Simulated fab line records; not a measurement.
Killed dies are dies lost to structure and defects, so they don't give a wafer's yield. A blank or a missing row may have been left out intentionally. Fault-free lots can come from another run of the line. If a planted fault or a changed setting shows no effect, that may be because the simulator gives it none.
Problem report in the 8D (eight disciplines) form, filled by code ; flow n5Finfet ; the parts of the form that need people (team, actions taken, sign-off) are left out

## 1. WHAT IS WRONG
Wafers without a fault read 42.6 nm, standard deviation 0.32; cdNm at N5_BEOL_M0_SAQP_CD_MEAS_14 reads a mean of 46.8 nm on 2 wafers belonging to 2 lots. Measured from the usual mean, that is +13 standard deviations.
The step: target cd 42.5 nm.
First seen on wafer L778.2, day 7 19:55, on cdSem-01. At this step, 27 wafers from 9 lots have a number in the record. Rule for "out" (also "out of limits"): further than 4 standard deviations from the usual mean. The rest of the wafers with a number are treated as sound.

## 2. WHAT IT IS, AND WHAT IT ISN'T
question;is;is not
which readings at this step;cdNm;-
which lots;L778, L779;L769, L772, L773, L777, L788, L790, L792
which wafers of those lots;L778.2, L779.3;L778.5, L778.6, L779.1, L779.4
read on which gauges;cdSem-01, cdSem-03;cdSem-02
when;from day 7 19:55;"up to then (14 sound wafers); but 11 sound wafers of L779, L788, L790, L792 came after"

## 3. SUSPECTS, AND WHAT RULES EACH OUT
Counting: any tool at a process step up to the reading remains a suspect provided it ran every lot that is out. Sound lots after the first of them don't rule it out here, since some wafers of a struck lot are sound.
- the gauge at N5_BEOL_M0_SAQP_CD_MEAS_14 has been ruled out. Those wafers that are out were read across 2 gauges (cdSem-01, cdSem-03).
- rieDiel-03 at N5_MOL_CONTACT_COAG_STRIP_72 (strips in N2/H2): kept. It ran every lot that is out, first L778 (day 7 13:24); its last sound lot up to then is L777 (day 7 07:54).
- lithoTrack-02 at N5_BEOL_M0_SAQP_PEB_12 (peb time 60 s): kept. It ran every lot that is out, first L778 (day 7 19:51); its last sound lot up to then is L777 (day 7 13:33).
The count leaves lithoTrack-02 at N5_BEOL_M0_SAQP_PEB_12 and rieDiel-03 at N5_MOL_CONTACT_COAG_STRIP_72.

## 4. THE CAUSE (what the simulator had put in)
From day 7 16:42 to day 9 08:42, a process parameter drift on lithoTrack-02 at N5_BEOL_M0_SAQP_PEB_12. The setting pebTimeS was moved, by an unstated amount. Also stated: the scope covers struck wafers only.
Of the 2 suspects that counting leaves, this tool is one.

## 5. THE CHAIN OF EFFECTS, in route order
Each row: a reading where the mean over the struck wafers with a number is more than 3 standard deviations away from the usual. Readings are gone through only where the record gives a usual standard deviation; hours: the median, over the lots, of the time from a lot's start at the first step in this table giving one to that lot's start at this step; sigmas: the change measured in usual standard deviations.
hours;step;reading;usual;on struck wafers;change;sigmas
0;N5_BEOL_M0_SAQP_CD_MEAS_14;cdNm;42.6 nm;46.8;+4.2;+13
Later measuring or inspecting steps at which every struck wafer that the step has a row for has a number for every such reading, and none has moved that far: N5_BEOL_M0_SAQP_OVL_MEAS_15, N5_BEOL_M4_RC_MEAS_101.

## 6. HOW IT WOULD HAVE BEEN CAUGHT EARLIER
Counted from the fault's start at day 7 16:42, it took 3 hours until the first out-of-limits reading at a measuring or inspecting step in this record, taken at day 7 19:55.
Of the lots that are out (2), L779 began N5_BEOL_M0_SAQP_PEB_12 on lithoTrack-02 after day 7 19:55. It would have been spared by a hold on the tool at that moment.
